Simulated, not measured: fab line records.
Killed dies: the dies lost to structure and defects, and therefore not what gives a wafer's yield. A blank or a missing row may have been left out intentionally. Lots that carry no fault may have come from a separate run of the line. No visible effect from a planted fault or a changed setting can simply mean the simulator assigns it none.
Matching of chambers -- flow nand-harc -- rie-diel-01 running NHARC_A_BLC_STRIP_29: 4 sister chambers
The step strips in CF4. 20 wafers are shown with their chamber, then 10 later ones without.

== WAFERS, EACH WITH ITS CHAMBER ==
wafer,chamber,drypump-motor-current-A (A),throttle-valve-pct (%),rf-vpp-V (V)
L074.1,3,5.6,13.295,59.7
L074.3,2,6.4,13.286,60.5
L074.4,0,5.2,13.275,60.9
L078.3,3,5.6,13.284,59.4
L078.4,0,5.2,13.290,59.8
L078.6,3,5.6,13.281,60.4
L083.1,2,6.4,13.271,59.7
L083.3,0,5.3,13.283,60.8
L083.5,3,5.6,13.280,60.3
L084.4,3,5.6,13.299,60.2
L084.5,2,6.4,13.288,61.0
L084.6,1,5.6,13.282,59.6
L086.1,0,5.2,13.271,60.9
L086.3,1,5.6,13.277,60.3
L086.6,0,5.2,13.286,59.9
L089.1,0,5.3,13.290,61.8
L089.3,2,6.4,13.282,59.1
L089.5,0,5.2,13.276,60.3
L088.3,2,6.4,13.279,58.7
L088.4,0,5.2,13.277,59.2

SIGNATURES (means of the wafers above)
reading,chamber 0,chamber 1,chamber 2,chamber 3,scatter within a chamber
drypump-motor-current-A,5.225,5.600,6.400,5.600,0.0306
throttle-valve-pct,13.28100,13.27950,13.28120,13.28780,0.00732
rf-vpp-V,60.450,59.950,59.800,60.000,0.762
Rule: for each reading, subtract the chamber's mean from the wafer's reading, divide by that reading's scatter and square the result; add these up over the readings and take the root, which gives the wafer's distance from the chamber. The wafer belongs to the nearest chamber; if the next one is less than 2 further off, it can't be placed. The scatter is the square root of a quotient: the sum, over the shown wafers, of each reading's squared deviation from its chamber's mean, divided by wafers minus chambers.

== WAFERS WITH NO CHAMBER GIVEN ==
wafer,drypump-motor-current-A (A),throttle-valve-pct (%),rf-vpp-V (V)
L088.5,6.4,13.303,60.9
L092.1,5.2,13.287,60.0
L092.4,6.4,13.275,60.7
L092.5,5.6,13.272,59.4
L090.1,5.6,13.305,58.7
L090.4,5.6,13.281,60.3
L090.5,5.6,13.291,59.2
L095.2,5.6,13.294,59.8
L095.3,5.2,13.273,59.7
L095.6,5.2,13.288,58.6

== CHAMBER TAKEN BY EACH ==
wafer,from the rows above,in truth
L088.5,2,2
L092.1,0,0
L092.4,2,2
L092.5,can't be placed: 1 or 3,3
L090.1,can't be placed: 3 or 1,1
L090.4,can't be placed: 1 or 3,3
L090.5,can't be placed: 3 or 1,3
L095.2,can't be placed: 3 or 1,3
L095.3,0,0
L095.6,0,0
Correctly placed: 5 of 10. These rows do not allow placing 5 (true chamber among the candidates in 5). Number placed wrongly: 0.
